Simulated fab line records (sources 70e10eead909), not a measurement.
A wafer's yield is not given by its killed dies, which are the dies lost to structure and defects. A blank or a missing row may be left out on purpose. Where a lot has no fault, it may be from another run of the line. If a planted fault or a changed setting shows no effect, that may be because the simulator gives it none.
fab line records	flow nand_harc	part 1 of 2: steps 1 to 22 of 28
record: lots: 5	wafers: 15	last_day: 32
route steps=1302 shown A_STAIRCASE@649
lots that met no fault: from a run of the same line without faults
start_h: start of the lot's first displayed wafer, in hours after the record's first day	wait_h: hours since the lot's step before	" unchanged from the row above	L1.1+2: a row that stands for several wafers	- value missing, or start not given	* or withheld: withheld	< > ~ a bound
route shown NAME@n: a module of which the file shows steps, and the number in the route of the first	usual: mean and standard deviation over wafers with no fault	same: alike in all rows	chamber/n: place in a boat	sites: the reading at each site	_std_site: the standard deviation of these	_edge_site: the outer-site mean with the inner-site mean subtracted	radius_mm: how far each site lies from the wafer's centre	mask NAME#n: copy n	behind: tool/chamber where the wafer was last shaped	hold: the reason the lot was held/the length of the hold in hours/how it ended	device: the transistor (n, p or np) that didn't switch	end of line: at the end of the route, the tests of the same wafers	a step without rows: its recipe alone	killed: count of dies lost to structure and defects at first sort (not the wafer's yield)	map: dies across one wafer; x = killed, . = not, _ = none there
set.NAME: setting as actually run; set.NAME@STEP: the setting as run at that earlier step	model.NAME: the simulator's own value behind a step, which no gauge read
certain route steps with their lots: each step a table, each wafer a row
services: when a tool's chamber went out of use (start_h, in hours from the record's first day, below 0 if earlier), for how many hours, and the reason
== steps ==
step: NHARC_A_STAIRCASE_HARDBAKE_167
recipe: temp_c: 120	time_s: 140
lot.wafer	tool	chamber	start_h	wait_h
L079.2+4+6	litho_track-03	0	384.17	-
L080.1+4+5	litho_track-07	0	404.65	-
L081.2+4+6	litho_track-03	0	404.82	-
L086.1+3+4	litho_track-02	0	473.06	-
L095.2+4+5	litho_track-02	0	549.82	-
step: NHARC_A_STAIRCASE_DESCUM_168
recipe: time_s: 3	o2_flow_sccm: 200	ar_flow_sccm: 0	bias_power_w: 0	chemistry: O2
usual: drypump_motor_current_A: 5.74/0.28	o2_flow_sccm: 200.1/0.58	oes_product_au: 1.002/0.009	rf_vpp_V: 57.6/0.8	showerhead_plenum_p_Torr: 1.88/0.08	throttle_valve_pct: 11.312/0.0088
lot.wafer	tool	chamber	start_h	wait_h	drypump_motor_current_A	o2_flow_sccm	oes_product_au	rf_hours_counter_h	rf_vpp_V	showerhead_plenum_p_Torr	throttle_valve_pct
L079.4	rie_diel-10	3	384.27	-	6.01	199.9	1.022	43	57.4	1.92	11.302
L079.2	"	1	"	"	5.59	199.4	0.995	34	57.5	1.77	11.310
L079.6	"	3	"	"	5.99	199.9	1.017	-	57.8	1.92	11.303
L080.1	rie_diel-10	2	404.75	-	5.17	199.1	1.009	45	58.9	1.92	11.318
L080.4	"	1	"	"	5.57	199.6	0.994	41	58.2	1.77	11.312
L080.5	"	3	"	"	6.02	199.8	1.013	-	58.8	1.92	11.295
L081.2	rie_diel-10	1	404.91	-	5.63	200.6	0.989	41	57.1	1.77	11.326
L081.4	"	2	"	"	5.16	200.1	1.006	45	57.8	1.92	11.319
L081.6	"	1	"	"	5.64	201.0	0.990	-	56.1	1.77	11.300
L086.4	rie_diel-01	3	473.39	-	5.64	200.2	1.011	31	57.4	1.83	11.319
L086.1	"	1	"	"	6.09	199.3	1.002	38	56.4	1.87	11.324
L086.3	"	2	"	"	6.12	199.6	1.001	26	57.6	1.82	11.305
L095.4	rie_diel-10	1	550.17	-	5.62	199.9	0.994	37	57.3	2.06	11.312
L095.2	"	3	"	"	5.99	200.1	0.997	38	56.1	1.90	11.309
L095.5	"	1	"	"	5.62	200.7	0.996	-	57.5	2.06	11.324
step: NHARC_A_STAIRCASE_ETCH_169
recipe: target_depth_a: 500	time_s: 107.1	ion_energy_ev: 120	ch3f_flow_sccm: 50	o2_flow_sccm: 30	ar_flow_sccm: 200	rf_w: 500	bias_w: 100	chemistry: CH3F/O2
usual: bias_w: 99.96/0.29	drypump_motor_current_A: 5.75/0.27	o2_flow_sccm: 30.00/0.087	oes_product_au: 0.955/0.015	rf_vpp_V: 243.6/1.5	showerhead_plenum_p_Torr: 2.41/0.096	throttle_valve_pct: 20.662/0.0091
lot.wafer	tool	chamber	start_h	wait_h	bias_w	drypump_motor_current_A	o2_flow_sccm	oes_product_au	rf_hours_counter_h	rf_vpp_V	showerhead_plenum_p_Torr	throttle_valve_pct
L079.4	rie_diel-10	2	384.36	0.1	99.74	5.23	30.06	0.950	36	244.6	2.47	20.659
L079.2	"	0	"	"	100.04	5.81	29.94	0.944	35	243.8	2.43	20.669
L079.6	"	2	"	"	100.14	5.22	30.10	0.956	-	243.8	2.47	20.650
L080.1	rie_diel-10	2	404.85	0.1	99.88	5.18	29.86	0.946	45	244.6	2.47	20.673
L080.4	"	3	"	"	99.84	6.01	29.85	0.954	54	243.6	2.46	20.678
L080.5	"	2	"	"	99.96	5.18	29.93	0.941	-	244.3	2.47	20.656
L081.2	rie_diel-10	0	405.01	0.1	100.42	5.86	30.00	0.936	46	244.4	2.43	20.668
L081.4	"	1	"	"	99.56	5.63	29.67	0.931	41	241.4	2.28	20.645
L081.6	"	3	"	"	99.92	5.99	30.00	0.941	-	244.3	2.46	20.653
L086.3	rie_diel-01	0	476.39	3.0	99.64	5.48	29.98	0.933	43	243.7	2.39	20.673
L086.4	"	1	"	"	99.45	6.08	30.08	0.951	40	243.6	2.40	20.670
L086.1	"	3	"	"	100.11	5.70	29.98	0.941	35	242.3	2.36	20.650
L095.4	rie_diel-10	3	550.27	0.1	99.69	6.00	30.12	0.973	38	243.7	2.45	20.660
L095.2	"	0	"	"	99.44	5.84	30.01	0.961	34	243.3	2.41	20.653
L095.5	"	3	"	"	99.73	6.00	30.04	0.979	-	243.3	2.45	20.665
step: NHARC_A_STAIRCASE_ETCH_170
recipe: target_depth_a: 2000	time_s: 66.667	ion_energy_ev: 250	c4f6_flow_sccm: 25	o2_flow_sccm: 20	ar_flow_sccm: 500	rf_w: 600	bias_w: 500	chemistry: C4F6/O2
usual: bias_w: 499.6/1.4	drypump_motor_current_A: 5.75/0.28	o2_flow_sccm: 20.00/0.061	oes_product_au: 0.974/0.014	rf_vpp_V: 545/3.2	showerhead_plenum_p_Torr: 3.86/0.15	throttle_valve_pct: 26.903/0.0077
lot.wafer	tool	chamber	start_h	wait_h	bias_w	drypump_motor_current_A	o2_flow_sccm	oes_product_au	rf_hours_counter_h	rf_vpp_V	showerhead_plenum_p_Torr	throttle_valve_pct
L079.4	rie_diel-10	1	-	-	499.8	5.64	20.02	0.966	34	541	3.66	26.902
L079.2	"	3	"	"	499.1	6.01	19.95	0.963	43	546	3.94	26.913
L079.6	"	1	"	"	500.2	5.60	20.05	0.950	-	540	3.66	26.906
L080.4	rie_diel-10	3	-	-	495.4	6.01	20.01	0.969	54	548	3.93	26.892
L080.1	"	1	"	"	499.3	5.60	20.04	0.967	41	540	3.65	26.911
L080.5	"	0	"	"	500.2	5.86	19.95	0.960	-	546	3.88	26.904
L081.4	rie_diel-10	3	-	-	498.6	6.03	19.99	0.971	54	548	3.93	26.907
L081.2	"	0	"	"	498.3	5.85	19.98	0.930	46	546	3.87	26.918
L081.6	"	3	"	"	499.3	6.01	20.05	0.964	-	547	3.93	26.906
L086.3	rie_diel-01	0	-	-	499.3	5.48	20.01	0.980	43	546	3.83	26.909
L086.1	"	1	"	"	500.6	6.10	20.01	0.981	40	546	3.84	26.898
L086.4	"	2	"	"	500.4	6.13	20.06	0.981	30	542	3.74	26.917
L095.2	rie_diel-10	2	-	-	498.5	5.17	19.96	0.975	40	547	3.91	26.910
L095.4	"	0	"	"	501.0	5.87	19.98	0.979	35	545	3.85	26.913
L095.5	"	2	"	"	499.7	5.17	20.07	0.981	-	547	3.91	26.901
step: NHARC_A_STAIRCASE_STRIP_171
recipe: power_w: 1500	temp_c: 250	chemistry: O2
usual: drypump_motor_current_A: 5.86/0.12	heater_power_w: 297/38
lot.wafer	tool	chamber	start_h	wait_h	drypump_motor_current_A	heater_power_w	rf_hours_counter_h
L079.2	plasma_asher-02	1	384.58	-	6.00	327	28
L079.4	"	1	"	"	6.01	331	-
L079.6	"	1	"	"	6.00	338	-
L080.1	plasma_asher-02	1	405.12	-	6.02	330	30
L080.4	"	0	"	"	5.88	283	-
L080.5	"	1	"	"	6.02	337	-
L081.2	plasma_asher-02	1	405.36	-	6.01	328	30
L081.4	"	0	"	"	5.86	280	-
L081.6	"	1	"	"	6.01	324	-
L086.1	plasma_asher-02	0	476.78	-	5.88	274	10
L086.4	"	0	"	"	5.87	273	-
L086.3	"	1	"	"	6.01	342	-
L095.2	plasma_asher-01	0	550.54	-	5.92	253	4
L095.4	"	0	"	"	5.92	253	-
L095.5	"	1	"	"	5.67	330	-
step: NHARC_A_STAIRCASE_STRIP_172
recipe: time_s: 900	temp_c: 130	chemistry: SPM
lot.wafer	tool	chamber	start_h	wait_h
L079.2+4+6	wet_bench-06	6,0,1	384.94	0.3
L080.4+1+5	wet_bench-07	7,0,1	405.42	0.2
L081.4+2+6	wet_bench-06	0,1,5	405.70	0.2
L086.4+3+1	wet_bench-06	0,1,5	477.13	0.2
L095.2+5+4	wet_bench-07	5,7,0	550.84	0.3
step: NHARC_A_STAIRCASE_PRECLEAN_173
recipe: time_s: *	temp_c: 50	bath_age_min: 0	chemistry: SC1
lot.wafer	tool	chamber	start_h	wait_h
L079.2+4+6	wet_bench-06	6,0,1	-	-
L080.4+1+5	wet_bench-07	7,0,1	-	-
L081.4+2+6	wet_bench-06	0,1,5	-	-
L086.4+3+1	wet_bench-06	0,1,5	-	-
L095.2+5+4	wet_bench-07	5,7,0	-	-
step: NHARC_A_STAIRCASE_SRD_174
lot.wafer	tool	chamber	start_h	wait_h
L079.2+4+6	wet_bench-06	6,0,1	-	-
L080.4+1+5	wet_bench-07	7,0,1	-	-
L081.4+2+6	wet_bench-06	0,1,5	-	-
L086.4+3+1	wet_bench-06	0,1,5	-	-
L095.2+5+4	wet_bench-07	5,7,0	-	-
step: NHARC_A_STAIRCASE_DEHYDRATE_01
recipe: temp_c: 150	time_s: 120
lot.wafer	tool	chamber	start_h	wait_h
L079.2+4+6	litho_track-02	0	385.39	-
L080.1+4+5	litho_track-07	0	405.88	-
L081.2+4+6	litho_track-07	0	406.17	-
L086.1+3+4	litho_track-07	0	477.59	-
L095.2+4+5	litho_track-07	0	551.29	-
step: NHARC_A_STAIRCASE_HMDS_02
recipe: time_s: 30
lot.wafer	tool	chamber	start_h	wait_h
L079.2+4+6	litho_track-02	0	-	-
L080.1+4+5	litho_track-07	0	-	-
L081.2+4+6	litho_track-07	0	-	-
L086.1+3+4	litho_track-07	0	-	-
L095.2+4+5	litho_track-07	0	-	-
step: NHARC_A_STAIRCASE_COAT_03
recipe: spin_rpm: 1200
lot.wafer	tool	chamber	start_h	wait_h
L079.2+4+6	litho_track-02	0	-	-
L080.1+4+5	litho_track-07	0	-	-
L081.2+4+6	litho_track-07	0	-	-
L086.1+3+4	litho_track-07	0	-	-
L095.2+4+5	litho_track-07	0	-	-
step: NHARC_A_STAIRCASE_SOFTBAKE_04
recipe: temp_c: 135	time_s: 170
lot.wafer	tool	chamber	start_h	wait_h
L079.2+4+6	litho_track-02	0	-	-
L080.1+4+5	litho_track-07	0	-	-
L081.2+4+6	litho_track-07	0	-	-
L086.1+3+4	litho_track-07	0	-	-
L095.2+4+5	litho_track-07	0	-	-
step: NHARC_A_STAIRCASE_EBR_05
lot.wafer	tool	chamber	start_h	wait_h
L079.2+4+6	litho_track-02	0	-	-
L080.1+4+5	litho_track-07	0	-	-
L081.2+4+6	litho_track-07	0	-	-
L086.1+3+4	litho_track-07	0	-	-
L095.2+4+5	litho_track-07	0	-	-
step: NHARC_A_STAIRCASE_EXPOSE_06
recipe: na: 0.5	dose_mj: 25.43	mask_id: STAIR
usual: reticle_temp_C: 23.00/0.1
lot.wafer	tool	chamber	start_h	wait_h	mask	reticle_temp_C
L079.2	krf_scanner-01	0	385.73	-	STAIR#0	22.94
L079.4	"	0	"	"	STAIR#0	22.86
L079.6	"	0	"	"	STAIR#0	22.94
L080.1	krf_scanner-02	0	406.21	-	STAIR#0	23.00
L080.4	"	0	"	"	STAIR#0	22.93
L080.5	"	0	"	"	STAIR#0	22.89
L081.2	krf_scanner-03	0	406.50	-	STAIR#0	23.00
L081.4	"	0	"	"	STAIR#0	23.02
L081.6	"	0	"	"	STAIR#0	22.93
L086.1	krf_scanner-02	0	477.92	-	STAIR#0	23.03
L086.3	"	0	"	"	STAIR#0	23.08
L086.4	"	0	"	"	STAIR#0	23.05
L095.2	krf_scanner-02	0	551.51	-	STAIR#0	23.00
L095.4	"	0	"	"	STAIR#0	22.88
L095.5	"	0	"	"	STAIR#0	22.90
step: NHARC_A_STAIRCASE_PEB_07
recipe: peb_temp_c: 115	peb_time_s: 130
lot.wafer	tool	chamber	start_h	wait_h
L079.2+4+6	litho_track-03	0	385.79	0.1
L080.1+4+5	litho_track-03	0	406.28	0.1
L081.2+4+6	litho_track-03	0	406.57	0.1
L086.1+3+4	litho_track-07	0	477.99	0.1
L095.2+4+5	litho_track-02	0	551.57	0.1
step: NHARC_A_STAIRCASE_DEVELOP_08
recipe: time_s: 140
lot.wafer	tool	chamber	start_h	wait_h
L079.2+4+6	litho_track-03	0	-	-
L080.1+4+5	litho_track-03	0	-	-
L081.2+4+6	litho_track-03	0	-	-
L086.1+3+4	litho_track-07	0	-	-
L095.2+4+5	litho_track-02	0	-	-
step: NHARC_A_STAIRCASE_HARDBAKE_10
recipe: temp_c: 120	time_s: 140
lot.wafer	tool	chamber	start_h	wait_h
L079.2+4+6	litho_track-03	0	386.01	-
L080.1+4+5	litho_track-07	0	406.50	-
L081.2+4+6	litho_track-07	0	406.79	-
L086.1+3+4	litho_track-02	0	478.20	-
L095.2+4+5	litho_track-07	0	551.80	-
step: NHARC_A_STAIRCASE_DESCUM_11
recipe: time_s: 3	o2_flow_sccm: 200	ar_flow_sccm: 0	bias_power_w: 0	chemistry: O2
usual: drypump_motor_current_A: 5.75/0.26	o2_flow_sccm: 199.9/0.59	oes_product_au: 1.001/0.0084	rf_vpp_V: 57.7/0.88	showerhead_plenum_p_Torr: 1.89/0.082	throttle_valve_pct: 11.311/0.0087
lot.wafer	tool	chamber	start_h	wait_h	drypump_motor_current_A	o2_flow_sccm	oes_product_au	rf_hours_counter_h	rf_vpp_V	showerhead_plenum_p_Torr	throttle_valve_pct
L079.2	rie_diel-10	1	386.11	-	5.68	199.0	0.994	35	57.6	1.77	11.310
L079.4	"	3	"	"	5.99	199.8	1.010	44	58.1	1.92	11.329
L079.6	"	2	"	"	5.13	200.2	0.997	-	56.9	1.92	11.321
L080.4	rie_diel-08	1	406.59	-	5.52	199.5	1.022	12	57.4	2.05	11.289
L080.1	"	2	"	"	5.83	200.2	0.999	12	57.2	1.81	11.322
L080.5	"	1	"	"	5.51	200.2	1.000	-	58.8	2.05	11.311
L081.2	rie_diel-01	3	406.88	-	5.66	199.9	1.003	6	56.5	1.84	11.307
L081.4	"	1	"	"	6.09	199.2	1.004	7	56.9	1.88	11.300
L081.6	"	3	"	"	5.62	200.0	0.997	-	59.1	1.84	11.311
L086.1	rie_diel-10	0	478.31	-	5.81	200.3	1.011	14	58.1	1.88	11.314
L086.4	"	1	"	"	5.58	199.9	1.010	17	59.3	2.07	11.319
L086.3	"	2	"	"	5.18	201.0	1.007	14	58.7	1.92	11.310
L095.2	rie_diel-01	1	551.90	-	6.07	200.6	1.009	64	56.9	1.86	11.306
L095.4	"	2	"	"	6.10	200.5	1.002	53	58.5	1.81	11.310
L095.5	"	1	"	"	6.06	199.5	1.002	-	57.8	1.86	11.298
step: NHARC_A_STAIRCASE_TRIM_12
recipe: time_s: 211.2	o2_flow_sccm: 500	ar_flow_sccm: 0	bias_w: 0	chemistry: O2
usual: drypump_motor_current_A: 5.74/0.27	o2_flow_sccm: 499.9/1.4	oes_product_au: 1.001/0.0087	rf_vpp_V: 57.7/0.85	showerhead_plenum_p_Torr: 3.49/0.15	throttle_valve_pct: 17.036/0.01
same: bias_w: 0
lot.wafer	tool	chamber	start_h	wait_h	drypump_motor_current_A	o2_flow_sccm	oes_product_au	rf_hours_counter_h	rf_vpp_V	showerhead_plenum_p_Torr	throttle_valve_pct
L079.4	rie_diel-10	0	386.30	0.2	5.85	500.5	1.007	36	58.5	3.49	17.045
L079.2	"	1	"	"	5.66	498.4	0.988	35	56.6	3.28	17.043
L079.6	"	3	"	"	6.02	502.2	1.021	-	57.3	3.54	17.030
L080.4	rie_diel-08	3	406.69	0.1	5.93	497.6	0.998	9	56.9	3.45	17.034
L080.1	"	0	"	"	5.74	498.9	0.992	12	56.8	3.29	17.016
L080.5	"	2	"	"	5.90	499.0	1.004	-	57.9	3.36	17.041
L081.4	rie_diel-01	3	407.71	0.8	5.71	501.3	0.993	7	56.9	3.41	17.029
L081.2	"	2	"	"	6.11	498.8	0.988	6	57.6	3.38	17.028
L081.6	"	0	"	"	5.54	500.7	0.984	-	57.3	3.46	17.020
L086.4	rie_diel-10	0	478.38	0.1	5.84	498.8	0.994	14	54.3	3.47	17.019
L086.3	"	1	"	"	5.59	500.2	1.008	17	59.3	3.80	17.043
L086.1	"	2	"	"	5.17	500.2	1.001	14	58.1	3.53	17.035
L095.2	rie_diel-01	3	552.00	0.1	5.67	500.9	1.007	57	57.6	3.38	17.029
L095.4	"	0	"	"	5.42	502.0	0.999	65	56.2	3.43	17.038
L095.5	"	2	"	"	6.15	500.4	1.005	-	57.3	3.35	17.040
step: NHARC_A_STAIRCASE_ETCH_13
recipe: target_depth_a: 1000	time_s: 40.5	ion_energy_ev: 400	c4f8_flow_sccm: 20	o2_flow_sccm: 10	ar_flow_sccm: withheld	rf_w: 600	bias_w: 1000	chemistry: C4F8/O2
usual: bias_w: 1000/3.1	oes_product_au: 0.946/0.011	rf_vpp_V: 895/5.4
lot.wafer	tool	chamber	start_h	wait_h	bias_w	oes_product_au	rf_hours_counter_h	rf_vpp_V
L079.2	rie_diel-10	1	-	-	998	0.934	35	886
L079.4	"	0	"	"	999	0.930	36	894
L079.6	"	1	"	"	997	0.917	-	886
L080.4	rie_diel-08	1	-	-	996	0.962	13	905
L080.1	"	3	"	"	1001	0.945	10	894
L080.5	"	1	"	"	1004	0.960	-	904
L081.2	rie_diel-01	3	-	-	1000	0.936	7	891
L081.4	"	0	"	"	999	0.927	7	893
L081.6	"	1	"	"	996	0.958	-	892
L086.1	rie_diel-10	0	-	-	996	0.947	14	893
L086.3	"	1	"	"	997	0.946	17	904
L086.4	"	2	"	"	1005	0.965	14	896
L095.2	rie_diel-01	3	-	-	1002	0.969	57	891
L095.4	"	2	"	"	998	0.950	53	890
L095.5	"	0	"	"	1004	0.941	-	892
step: NHARC_A_STAIRCASE_TRIM_14
recipe: time_s: 211.2	o2_flow_sccm: 500	ar_flow_sccm: 0	bias_w: 0	chemistry: O2
usual: drypump_motor_current_A: 5.74/0.27	o2_flow_sccm: 499.8/1.4	oes_product_au: 1.002/0.0092	rf_vpp_V: 57.6/0.93	showerhead_plenum_p_Torr: 3.50/0.15	throttle_valve_pct: 17.037/0.009
same: bias_w: 0
lot.wafer	tool	chamber	start_h	wait_h	drypump_motor_current_A	o2_flow_sccm	oes_product_au	rf_hours_counter_h	rf_vpp_V	showerhead_plenum_p_Torr	throttle_valve_pct
L079.4	rie_diel-10	3	-	-	5.99	500.6	1.027	44	57.1	3.54	17.037
L079.2	"	2	"	"	5.18	497.6	1.007	38	57.9	3.55	17.040
L079.6	"	3	"	"	6.00	500.7	1.021	-	57.3	3.54	17.045
L080.4	rie_diel-08	1	-	-	5.49	497.7	1.013	13	59.0	3.76	17.020
L080.1	"	3	"	"	5.94	500.5	0.998	10	59.1	3.45	17.027
L080.5	"	2	"	"	5.86	500.4	1.008	-	55.0	3.36	17.026
L081.4	rie_diel-01	1	-	-	6.09	498.6	1.012	8	59.1	3.47	17.030
L081.2	"	2	"	"	6.10	499.0	0.997	6	57.3	3.38	17.055
L081.6	"	0	"	"	5.48	499.2	0.981	-	57.3	3.46	17.046
L086.4	rie_diel-10	3	-	-	6.01	500.7	1.009	12	58.0	3.53	17.052
L086.3	"	1	"	"	5.60	501.8	1.018	17	57.9	3.80	17.044
L086.1	"	2	"	"	5.20	503.4	0.998	14	55.7	3.53	17.045
L095.4	rie_diel-01	3	-	-	5.67	497.2	0.993	57	58.4	3.38	17.038
L095.2	"	0	"	"	5.51	500.4	0.983	65	57.4	3.43	17.044
L095.5	"	3	"	"	5.72	497.2	1.009	-	57.5	3.38	17.035
step: NHARC_A_STAIRCASE_ETCH_15
recipe: target_depth_a: 1000	time_s: 40.5	ion_energy_ev: 400	c4f8_flow_sccm: 20	o2_flow_sccm: 10	ar_flow_sccm: withheld	rf_w: 600	bias_w: 1000	chemistry: C4F8/O2
usual: bias_w: 999.8/2.9	oes_product_au: 0.944/0.01	rf_vpp_V: 894/5.3
lot.wafer	tool	chamber	start_h	wait_h	bias_w	oes_product_au	rf_hours_counter_h	rf_vpp_V
L079.2	rie_diel-10	3	-	-	999.7	0.946	45	896
L079.4	"	1	"	"	999.7	0.919	35	885
L079.6	"	3	"	"	1003.2	0.945	-	895
L080.1	rie_diel-08	2	-	-	999.2	0.943	12	890
L080.4	"	3	"	"	1002.2	0.963	10	892
L080.5	"	3	"	"	1000.1	0.947	-	894
L081.2	rie_diel-01	0	-	-	998.9	0.921	7	894
L081.4	"	1	"	"	1005.9	0.955	8	893
L081.6	"	2	"	"	995.2	0.940	-	890
L086.1	rie_diel-10	0	-	-	997.2	0.942	14	894
L086.4	"	1	"	"	997.1	0.957	17	906
L086.3	"	2	"	"	996.1	0.966	14	895
L095.2	rie_diel-01	3	-	-	999.3	0.948	57	891
L095.4	"	0	"	"	998.3	0.933	65	892
L095.5	"	2	"	"	993.7	0.950	-	888
